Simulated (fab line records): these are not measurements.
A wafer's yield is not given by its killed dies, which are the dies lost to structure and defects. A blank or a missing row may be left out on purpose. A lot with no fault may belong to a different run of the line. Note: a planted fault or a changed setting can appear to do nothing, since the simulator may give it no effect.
Matching of chambers    flow n5_finfet    rie_diel-04 running N5_BEOL_M15_DESCUM_33: 4 sister chambers
The step chemistry O2, time 7.9 s. 20 wafers are shown with their chamber, then 10 later ones without.

WAFERS PAIRED WITH THEIR CHAMBERS
wafer   chamber  drypump_motor_current_A (A)  showerhead_plenum_p_Torr (Torr)  throttle_valve_pct (%)
L075.4  1        6.5                          2.10                             20.49
L075.5  1        6.5                          2.10                             20.48
L075.6  0        5.7                          2.13                             20.61
L077.1  3        6.6                          2.00                             20.87
L077.2  0        5.8                          2.13                             20.60
L077.4  2        5.7                          2.15                             20.69
L078.1  1        6.5                          2.10                             20.49
L078.4  0        5.7                          2.13                             20.60
L078.6  2        5.7                          2.15                             20.68
L080.3  1        6.5                          2.10                             20.50
L080.4  3        6.5                          2.00                             20.89
L080.5  3        6.6                          2.00                             20.89
L084.2  3        6.7                          1.99                             20.91
L084.3  1        6.5                          2.09                             20.52
L084.6  0        5.7                          2.12                             20.64
L085.2  1        6.5                          2.09                             20.52
L085.5  1        6.5                          2.09                             20.52
L085.6  2        5.7                          2.14                             20.71
L090.2  0        5.7                          2.12                             20.64
L090.3  2        5.7                          2.14                             20.72

SIGNATURES (averages over the wafers above)
reading                   chamber 0  chamber 1  chamber 2  chamber 3  scatter within a chamber
drypump_motor_current_A   5.720      6.500      5.700      6.600      0.0418
showerhead_plenum_p_Torr  2.1260     2.0957     2.1450     1.9975     0.0054
throttle_valve_pct        20.6180    20.5029    20.7000    20.8900    0.0181
Rule: for each reading, subtract the chamber's mean from the wafer's reading, divide by that reading's scatter and square the result; add these up over the readings and take the root, which gives the wafer's distance from the chamber. The wafer belongs to the nearest chamber; if the next one is less than 2 further off, it can't be placed. The scatter: take each reading less its chamber's mean, square it, sum over the shown wafers, divide by the number of wafers less the number of chambers, and take the root.

WAFERS MISSING THEIR CHAMBER
wafer   drypump_motor_current_A (A)  showerhead_plenum_p_Torr (Torr)  throttle_valve_pct (%)
L090.5  6.5                          2.09                             20.51
L088.1  5.7                          2.12                             20.66
L088.3  6.6                          1.99                             20.91
L088.4  6.5                          2.09                             20.52
L092.1  5.7                          2.12                             20.65
L092.2  6.5                          2.09                             20.53
L092.3  5.7                          2.14                             20.73
L097.3  5.7                          2.11                             20.69
L097.5  6.6                          2.25                             20.56
L097.6  6.5                          2.08                             20.55

WHICH CHAMBER EACH ONE RAN IN
wafer   from the rows above      in truth
L090.5  1                        1
L088.1  0                        0
L088.3  3                        3
L088.4  1                        1
L092.1  0                        0
L092.2  1                        1
L092.3  2                        2
L097.3  can't be placed: 0 or 2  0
L097.5  can't be placed: 1 or 2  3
L097.6  1                        1
8 of 10 placed correctly. Cannot be placed on the basis of these rows: 2; the candidates contain the true chamber in 1. Wrongly placed: 0.
